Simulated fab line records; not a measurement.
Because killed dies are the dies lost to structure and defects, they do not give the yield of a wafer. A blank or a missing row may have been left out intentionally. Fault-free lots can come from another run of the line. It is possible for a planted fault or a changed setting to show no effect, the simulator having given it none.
Problem report, 8D (eight disciplines) form, completed by code / flow n5Finfet / the parts of the form that need people (team, actions taken, sign-off) are left out

## 1. THE PROBLEM
Mean of killed_at_M0_to_M3 at N5_PASSIVATION_PROBE_49: 480 across 6 wafers in 2 lots; on wafers with no fault it is 30 (standard deviation 8.6). Relative to the usual mean, that is a shift of +52 standard deviations.
First seen on wafer L977.1, day 15 21:29, on prober-01. Wafers with a number at this step in the record: 24, from 8 lots. Rule for "out", or "out of limits": more than 4 standard deviations from the usual mean. Any other wafer with a number is counted as sound.

## 2. WHAT IT IS; WHAT IT IS NOT
question=which readings at this step | is=killed_at_M0_to_M3, defectLimitedYield, killedDies, killedOnRim, sort_bin_5_function, sort_bin_6_memory, sortNPass, sortYieldPct | is not=killed_at_M4_up, killedAtContacts, killedAtFrontEnd, killedAtOther, killedShort
question=which lots | is=L977, L978 | is not=L965, L967, L969, L972, L973, L976
question=which wafers of those lots | is=all that have a number | is not=-
question=read on which tools | is=prober-01 | is not=prober-02
question=when | is=from day 15 21:29 | is not=up to then (15 sound wafers); but 3 sound wafers of L976 came after

## 3. SUSPECTS, AND WHAT RULES EACH OUT
Counting: a tool at any process step up to the reading remains a suspect when it ran all the lots that are out and ran no sound lot after the first of those.
- ecdCu-01 at N5_BEOL_M2_ECD_50 (material Cu, target thk 300 nm): kept. It ran every lot that is out, first L977 (day 10 10:15), and no sound lot after that; its last sound lot up to then is L976 (day 10 07:13).
- prober-01 at N5_PASSIVATION_PROBE_49: kept. It ran every lot that is out, first L977 (day 15 21:29), and no sound lot after that; its last sound lot up to then is L973 (day 15 07:54). Out on those wafers are its own readings of defectLimitedYield, killed_at_M0_to_M3, killedDies, killedOnRim, sort_bin_5_function, sort_bin_6_memory, sortNPass, sortYieldPct.
Remaining after the count are ecdCu-01 at N5_BEOL_M2_ECD_50 and prober-01 at N5_PASSIVATION_PROBE_49.

## 4. THE CAUSE (what the simulator had put in)
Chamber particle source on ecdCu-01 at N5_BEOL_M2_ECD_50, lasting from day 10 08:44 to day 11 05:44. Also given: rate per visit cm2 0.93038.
After counting, 2 suspects remain, this tool included.

## 5. SEQUENCE OF EFFECTS, ordered by route
One row per reading whose mean, taken over the struck wafers that have a number, lies over 3 standard deviations from the usual. Only readings for which the record gives a usual standard deviation are gone through. hours: the time from each lot's start at the first step in this table that gives one to its start at this step, as a median over the lots. sigmas: the change in usual standard deviations.
hours=0; step=N5_PASSIVATION_PROBE_49; reading=defectLimitedYield; usual=91.7 %; on struck wafers=54.4; change=-37.3; sigmas=-25
hours=0; step=N5_PASSIVATION_PROBE_49; reading=killed_at_M0_to_M3; usual=30; on struck wafers=480; change=+450; sigmas=+52
hours=0; step=N5_PASSIVATION_PROBE_49; reading=killedDies; usual=97; on struck wafers=538; change=+441; sigmas=+26
hours=0; step=N5_PASSIVATION_PROBE_49; reading=killedOnRim; usual=13; on struck wafers=73; change=+60; sigmas=+17
hours=0; step=N5_PASSIVATION_PROBE_49; reading=sort_bin_5_function; usual=4.8 %; on struck wafers=28.6; change=+23.8; sigmas=+26
hours=0; step=N5_PASSIVATION_PROBE_49; reading=sort_bin_6_memory; usual=3.1 %; on struck wafers=13.9; change=+10.8; sigmas=+16
hours=0; step=N5_PASSIVATION_PROBE_49; reading=sortNPass; usual=1083; on struck wafers=642; change=-441; sigmas=-26
hours=0; step=N5_PASSIVATION_PROBE_49; reading=sortYieldPct; usual=91.7 %; on struck wafers=54.4; change=-37.3; sigmas=-25
Its process steps:
- N5_PASSIVATION_PROBE_49

## 6. WHAT WOULD HAVE CAUGHT IT SOONER
In this record the first reading out of limits was taken at day 15 21:29, 133 hours after the fault began at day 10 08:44.
By day 15 21:29 the whole set of lots that are out, 2 in number, had already begun N5_BEOL_M2_ECD_50 on ecdCu-01. Tool hold at that time: it would have spared none of them.
